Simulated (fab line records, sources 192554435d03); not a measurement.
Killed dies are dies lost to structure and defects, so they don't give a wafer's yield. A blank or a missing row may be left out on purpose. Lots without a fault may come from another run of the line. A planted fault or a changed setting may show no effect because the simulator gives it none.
Problem report in the 8D (eight disciplines) form, filled by code | flow n5_finfet | the parts of the form that need people (team, actions taken, sign-off) are left out

1. THE PROBLEM
exposure_dose_mJ_cm2 at N5_BEOL_M15_EXPOSE_25 reads a mean of 34.56 on 6 wafers of 2 lots; wafers without a fault read 35.47 with a standard deviation of 0.037. That is -25 standard deviations from the usual mean.
The step: exposes mask M15, target cd 400 nm.
First seen on wafer L244.2, day 16 12:40, on krf_scanner-02. The record holds 33 wafers of 11 lots with a number at this step. Rule for "out", or "out of limits": more than 4 standard deviations from the usual mean. The other wafers with a number count as sound.

2. WHAT IT IS AND WHAT IT IS NOT
question                    | is                     | is not
which readings at this step | exposure_dose_mJ_cm2   | -
which lots                  | L244, L250             | L232, L233, L237, L240, L241, L243, L252, L253, L254
which wafers of those lots  | all that have a number | -
read on which tools         | krf_scanner-02         | krf_scanner-01
when                        | from day 16 12:40      | up to then (18 sound wafers); but 9 sound wafers of L252, L253, L254 came after

3. SUSPECTS, AND WHAT RULES EACH OUT
Counting: a tool at a process step up to the reading stays a suspect if it ran every lot that is out and no sound lot after the first of them.
- krf_scanner-02 at N5_BEOL_M15_EXPOSE_25 (exposes mask M15, target cd 400 nm): kept. It ran every lot that is out, first L244 (day 16 12:40), and no sound lot after that; its last sound lot up to then is L243 (day 15 03:31). Its own readings are out on those wafers: exposure_dose_mJ_cm2.
Left after counting: krf_scanner-02 at N5_BEOL_M15_EXPOSE_25.

4. THE CAUSE (what the simulator had put in)
Process parameter drift: krf_scanner-02, from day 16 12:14 on, at N5_BEOL_M15_EXPOSE_25. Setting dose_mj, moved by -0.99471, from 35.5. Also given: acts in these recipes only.
Counting left only this tool.

5. THE CHAIN OF EFFECTS, in route order
Each row: a reading whose mean over the struck wafers that have a number lies more than 3 standard deviations from the usual. Only readings for which the record gives a usual standard deviation are gone through. hours: the time from each lot's start at the first step in this table that gives one to its start at this step, as a median over the lots. sigmas: the change in usual standard deviations.
hours | step                  | reading              | usual | on struck wafers | change | sigmas
0     | N5_BEOL_M15_EXPOSE_25 | exposure_dose_mJ_cm2 | 35.47 | 34.56            | -0.91  | -25
The process steps in it:
- N5_BEOL_M15_EXPOSE_25: exposes mask M15, target cd 400 nm.

6. WHAT WOULD HAVE CAUGHT IT SOONER
In this record the first reading out of limits was taken at day 16 12:40, 0 hours after the fault began at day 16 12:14.
